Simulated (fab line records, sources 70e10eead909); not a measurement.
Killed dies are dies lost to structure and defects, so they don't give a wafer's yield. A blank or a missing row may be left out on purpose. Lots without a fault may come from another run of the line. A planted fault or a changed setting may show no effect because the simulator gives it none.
Chamber matching | flow nand_harc | NHARC_A_WL_FILL_STRIP_29 on rie_diel-12: 4 sister chambers
The step strips in O2, time 20 s. 8 wafers are shown with their chamber, then 9 later ones without.

WAFERS WITH THEIR CHAMBER
wafer  | chamber | drypump_motor_current_A (A) | oes_product_au (a.u.)
L077.2 | 0       | 5.5                         | 0.996
L081.6 | 2       | 5.8                         | 1.003
L084.2 | 1       | 5.3                         | 0.999
L084.3 | 3       | 6.2                         | 1.005
L084.4 | 0       | 5.5                         | 0.971
L087.2 | 3       | 6.1                         | 1.001
L087.4 | 1       | 5.3                         | 0.999
L087.5 | 2       | 5.8                         | 0.997

WAFERS WITHOUT THEIR CHAMBER
wafer  | drypump_motor_current_A (A) | oes_product_au (a.u.)
L086.3 | 5.5                         | 0.991
L086.4 | 5.8                         | 1.007
L086.5 | 5.3                         | 1.006
L091.2 | 6.1                         | 1.001
L091.5 | 5.5                         | 0.990
L091.6 | 6.2                         | 1.007
L095.3 | 6.2                         | 0.994
L095.5 | 5.3                         | 1.008
L095.6 | 5.5                         | 0.988

WHICH CHAMBER EACH WENT THROUGH
wafer  | from the rows above | in truth
L086.3 | 0                   | 0
L086.4 | 2                   | 2
L086.5 | 1                   | 1
L091.2 | 3                   | 3
L091.5 | 0                   | 0
L091.6 | 3                   | 3
L095.3 | 3                   | 3
L095.5 | 1                   | 1
L095.6 | 0                   | 0
Placed correctly: 9 of 9. Can't be placed from these rows: 0. Placed wrongly: 0.
How it was worked out, from the rows above alone: a wafer's distance from a chamber is the root of the sum, over the readings, of the square of ((its reading less the chamber's mean) divided by the reading's scatter). The wafer belongs to the nearest chamber; if the next one is less than 2 further off, it can't be placed. A chamber's mean is the mean of its shown wafers. The scatter: the root of (the sum of the squares of (reading less its chamber's mean) over the shown wafers, divided by (wafers less chambers)).
